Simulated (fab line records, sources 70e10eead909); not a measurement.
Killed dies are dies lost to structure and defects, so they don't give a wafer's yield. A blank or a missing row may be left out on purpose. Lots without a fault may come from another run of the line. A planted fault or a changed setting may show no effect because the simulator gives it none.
A struck lot beside a sound one | flow nand_harc | 24 steps out of a route of 1302
Sound: wafers L354.1, L354.3, L354.4. Struck: wafers L364.3, L364.4, L364.5. The cause comes at the end.
At each step with rows: each side's tool, then ch and its chambers, then its first start. Under that, the readings that differ: sound wafers | struck wafers | difference of the means | sigmas: that difference in standard deviations of wafers without a fault.
alike: readings whose means differ by less than 2 such deviations, and words and numbers that are the same on both sides. not compared: withheld readings, readings that some wafer has no value for, bounds like >300 that may hide the same value, and numbers for which the record gives no deviation and whose values overlap.
The two part at a step that has a row with sigmas, a row that says differs or no value, or rows on one side only. Numbers that don't overlap but have no deviation are shown without sigmas and don't part them. A reading that every wafer of one side lacks parts them only if that side has two wafers or more.

NHARC_P_M1_INSPECT_27:
  sound on defect_inspect-01, day 8 20:22; struck on defect_inspect-02, day 13 03:39
  alike: raw_defect_count
NHARC_P_M1_PRE_CLEAN_32: time 12 s.
  sound on pecvd-04 ch 0,1,2, day 8 20:26; struck on pecvd-03 ch 0,1, day 13 03:44
  alike: heater_power_w
NHARC_P_M1_DEP_33: deposits SiCN, target thk 30 nm.
  sound on pecvd-04 ch 0,1,2, day 8 20:31; struck on pecvd-03 ch 0,1, day 13 03:53
  alike: heater_power_w
then, 8 steps without rows for these wafers: NHARC_P_M2_DEP_00 (deposits SiOC, target thk 182.5 nm); NHARC_P_M2_DEHYDRATE_01 (time 120 s); NHARC_P_M2_HMDS_02 (time 30 s); NHARC_P_M2_COAT_34 (time 65 s); NHARC_P_M2_COAT_03 (resist thk 90 nm); NHARC_P_M2_SOFTBAKE_04 (time 55 s); NHARC_P_M2_EBR_05; NHARC_P_M2_EXPOSE_06 (exposes mask P M2, target cd 170 nm).
NHARC_P_M2_PEB_07: peb time 65 s.
  sound on litho_track-06 ch 0, day 8 21:32; struck on litho_track-01 ch 0, day 13 04:50
  reading                  | sound             | struck            | difference | sigmas
  exhaust_pa (Pa)          | 47.4 45.3 46.5    | 44.0 43.0 42.8    | -3.1       | -3
  heater_power_total_W (W) | 157.2 157.1 156.5 | 154.9 155.2 155.4 | -1.8       | -4
  plate_temp_C (C)         | 99.92 99.99 99.71 | 99.34 99.27 99.27 | -0.58      | -4
then, 1 step without rows for these wafers: NHARC_P_M2_DEVELOP_08 (develop time 35 s).
NHARC_P_M2_CD_MEAS_09: target cd 170 nm.
  sound on cd_sem-02 ch 0, day 8 21:37; struck on cd_sem-01 ch 0, day 13 04:55
  alike: cd_nm
NHARC_P_M2_OVL_MEAS_10: pitch 340 nm.
  sound on overlay-01, day 8 21:42; struck on overlay-01, day 13 05:01
  alike: overlay_x_nm, overlay_y_nm
NHARC_P_M2_INSPECT_11:
  sound on defect_inspect-02, day 8 21:44; struck on defect_inspect-02, day 13 05:02
  alike: raw_defect_count
NHARC_P_M2_DESCUM_14: chemistry O2, time 3 s.
  sound on rie_diel-10 ch 1,3, day 8 21:48; struck on rie_diel-01 ch 0,1,2, day 13 05:06
  alike: drypump_motor_current_A, oes_product_au, rf_vpp_V, showerhead_plenum_p_Torr, throttle_valve_pct
  not compared: rf_hours_counter_h, model.P_M2.cd_nm
NHARC_P_M2_ETCH_35: etches the open film in N2/H2, target depth 40 nm, overetch 12 nm, time 43.94 s.
  sound on rie_diel-10 ch 2,3, day 8 21:54; struck on rie_diel-01 ch 0,1,3, day 13 05:12
  reading      | sound             | struck            | difference | sigmas
  rf_vpp_V (V) | 427.6 424.9 426.3 | 432.6 430.1 434.5 | +6.1       | +2
  alike: drypump_motor_current_A, h2_flow_sccm, oes_product_au, showerhead_plenum_p_Torr, throttle_valve_pct
  not compared: rf_hours_counter_h
NHARC_P_M2_ETCH_15: etches the open film in C4F8/Ar, target depth 182.5 nm, time 91.2 s.
  sound on rie_diel-10 ch 1,2; struck on rie_diel-01 ch 0,1,3
  alike: oes_product_au, rf_vpp_V
  not compared: rf_hours_counter_h
NHARC_P_M2_CD_MEAS_16:
  sound on cd_sem-02, day 8 22:08; struck on cd_sem-03, day 13 05:25
  reading    | sound             | struck            | difference | sigmas
  cd_nm (nm) | 169.6 169.2 170.3 | 168.3 168.6 168.5 | -1.2       | -2
NHARC_P_M2_STRIP_18: strips in N2/H2.
  sound on rie_diel-01 ch 0,2,3, day 8 22:13; struck on rie_diel-10 ch 0,3, day 13 05:29
  alike: drypump_motor_current_A, h2_flow_sccm, oes_product_au, rf_vpp_V, showerhead_plenum_p_Torr, throttle_valve_pct
  not compared: rf_hours_counter_h
NHARC_P_M2_ETCH_28: etches the open film in CF4/N2, target depth 30 nm, time 72.99 s.
  sound on rie_diel-01 ch 1,2,3; struck on rie_diel-10 ch 0,1
  reading               | sound             | struck            | difference | sigmas
  oes_product_au (a.u.) | 0.989 0.994 0.988 | 0.997 1.019 1.009 | +0.018     | +2
  model.P_M2.cd_nm (nm) | 169.5 169.4 170.1 | 168 168.7 167.8   | -2         |
  alike: drypump_motor_current_A, rf_vpp_V, showerhead_plenum_p_Torr, throttle_valve_pct
  not compared: rf_hours_counter_h
then, 1 step without rows for these wafers: NHARC_P_M2_STRIP_19 (strips in post etch residue remover, time 600 s).
NHARC_END_SORT_01:
  the record has rows for the sound wafers here (prober-01 ch 0, day 27 07:14) and none for the struck ones

WHERE THEY PART
First at NHARC_P_M2_PEB_07; last, within this record, at NHARC_END_SORT_01.

WHY: what the simulator had put in
Process parameter drift: litho_track-01, from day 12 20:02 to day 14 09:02, at NHARC_P_M2_PEB_07. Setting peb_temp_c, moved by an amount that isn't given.
